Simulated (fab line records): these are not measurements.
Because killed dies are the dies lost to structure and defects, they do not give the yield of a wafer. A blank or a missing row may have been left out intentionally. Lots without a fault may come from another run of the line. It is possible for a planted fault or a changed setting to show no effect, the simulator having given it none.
Matching of chambers	flow nand_harc	ald_metal-04 running NHARC_P_CONTACT_ALD_22: 4 sister chambers
The step deposits TiN, target thk 3 nm, pulse time 1 s, ald cycles 150. 22 wafers are shown with their chamber, then 11 later ones without.

== WAFERS PAIRED WITH THEIR CHAMBERS ==
wafer	chamber	heater_power_w (W)	precursor_pulse_height_rel
L076.2	1	1035	1.019
L076.4	2	1051	1.018
L076.5	3	1145	1.008
L077.1	1	1049	1.002
L077.2	0	1021	1.005
L077.3	3	1129	1.000
L081.1	1	1067	0.955
L081.4	3	1159	1.014
L081.5	2	1064	1.022
L085.3	1	1068	0.971
L085.5	2	1048	0.969
L085.6	1	1058	1.024
L086.2	2	1034	0.983
L086.3	3	1146	0.983
L086.5	3	1189	1.005
L087.2	2	1050	0.996
L087.3	0	1040	0.999
L087.5	0	1034	1.011
L090.2	1	1056	1.038
L090.3	0	1048	0.988
L090.6	3	1152	1.003
L091.1	2	1073	0.958

SIGNATURES (averages over the wafers above)
reading	chamber 0	chamber 1	chamber 2	chamber 3	scatter within a chamber
heater_power_w	1035.75	1055.50	1053.33	1153.33	15.1
precursor_pulse_height_rel	1.00075	1.00150	0.99100	1.00217	0.0229
Rule: a wafer's distance from a chamber is the root of the sum, over the readings, of the square of ((its reading less the chamber's mean) divided by the reading's scatter). If the next closest chamber is less than 2 further off than the closest, the wafer can't be placed; otherwise it belongs to the closest. The scatter is the square root of a quotient: the sum, over the shown wafers, of each reading's squared deviation from its chamber's mean, divided by wafers minus chambers.

== WAFERS WHOSE CHAMBER IS MISSING ==
wafer	heater_power_w (W)	precursor_pulse_height_rel
L091.4	1164	1.007
L091.5	1068	1.036
L092.1	1112	1.012
L092.3	1052	0.985
L092.5	1010	0.996
L095.3	1125	1.004
L095.5	1081	1.000
L095.6	1010	1.004
L097.2	1187	0.989
L097.3	1048	0.979
L097.4	1126	0.997

== CHAMBER TAKEN BY EACH ==
wafer	from the rows above	in truth
L091.4	3	3
L091.5	can't be placed: 1 or 2 or 0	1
L092.1	can't be placed: 3 or 1 or 2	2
L092.3	can't be placed: 2 or 1 or 0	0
L092.5	can't be placed: 0 or 2 or 1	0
L095.3	3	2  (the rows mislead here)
L095.5	can't be placed: 1 or 2 or 0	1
L095.6	can't be placed: 0 or 2 or 1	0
L097.2	3	3
L097.3	can't be placed: 2 or 1 or 0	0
L097.4	3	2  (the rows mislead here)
Placed correctly: 2 of 11. These rows do not allow placing 7 (true chamber among the candidates in 7). Placed wrongly: 2.
